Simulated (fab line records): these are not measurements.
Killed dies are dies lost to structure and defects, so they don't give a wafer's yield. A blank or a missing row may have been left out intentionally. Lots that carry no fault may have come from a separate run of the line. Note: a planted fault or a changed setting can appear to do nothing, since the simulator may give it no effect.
Chamber matching | flow n5Finfet | rieDiel-01 running N5_FIN_SAQP_DESCUM_21: 4 sister chambers
The step chemistry O2, time 7.9 s. 14 wafers are shown with their chamber, then 7 later ones without.

## EACH WAFER AND ITS CHAMBER
wafer  | chamber | showerheadPlenumPTorr (Torr) | drypumpMotorCurrentA (A) | rfVppV (V)
L079.2 | 0       | 1.99                         | 6.1                      | 242.3
L079.3 | 1       | 2.09                         | 5.3                      | 243.2
L079.5 | 1       | 2.09                         | 5.3                      | 243.5
L080.1 | 0       | 1.99                         | 6.1                      | 242.3
L080.5 | 0       | 1.99                         | 6.1                      | 241.6
L080.6 | 3       | 2.05                         | 5.7                      | 241.4
L083.1 | 1       | 2.09                         | 5.3                      | 243.7
L083.2 | 2       | 2.05                         | 6.3                      | 242.7
L083.5 | 0       | 1.99                         | 6.1                      | 242.1
L084.1 | 2       | 2.05                         | 6.4                      | 243.1
L084.2 | 0       | 1.99                         | 6.1                      | 241.9
L084.4 | 1       | 2.09                         | 5.3                      | 241.8
L091.1 | 1       | 2.08                         | 5.3                      | 243.6
L091.4 | 3       | 2.05                         | 5.7                      | 241.9

SIGNATURES, as means of the wafers listed above
reading               | chamber 0 | chamber 1 | chamber 2 | chamber 3 | scatter within a chamber
showerheadPlenumPTorr | 1.9900    | 2.0880    | 2.0500    | 2.0500    | 0.00283
drypumpMotorCurrentA  | 6.100     | 5.300     | 6.350     | 5.700     | 0.0224
rfVppV                | 242.040   | 243.160   | 242.900   | 241.650   | 0.549
Rule: a wafer lies at a distance from a chamber equal to the root of the sum of squares, over the readings, of (its reading less the chamber's mean, divided by the reading's scatter). If the next closest chamber is less than 2 further off than the closest, the wafer can't be placed; otherwise it belongs to the closest. The scatter: the root of (the sum of the squares of (reading less its chamber's mean) over the shown wafers, divided by (wafers less chambers)).

## WAFERS WHOSE CHAMBER IS MISSING
wafer  | showerheadPlenumPTorr (Torr) | drypumpMotorCurrentA (A) | rfVppV (V)
L091.5 | 2.05                         | 5.7                      | 241.3
L092.1 | 2.08                         | 5.3                      | 244.3
L092.3 | 2.04                         | 5.7                      | 242.0
L092.6 | 1.98                         | 6.1                      | 242.1
L093.2 | 2.08                         | 5.3                      | 242.0
L093.4 | 1.98                         | 6.0                      | 242.3
L093.6 | 2.04                         | 6.3                      | 243.3

## WHICH CHAMBER EACH WENT THROUGH
wafer  | from the rows above | in truth
L091.5 | 3                   | 3
L092.1 | 1                   | 1
L092.3 | 3                   | 3
L092.6 | 0                   | 0
L093.2 | 1                   | 1
L093.4 | 0                   | 0
L093.6 | 2                   | 2
Correctly placed: 7 of 7. Left unplaced by these rows: 0. Number placed wrongly: 0.
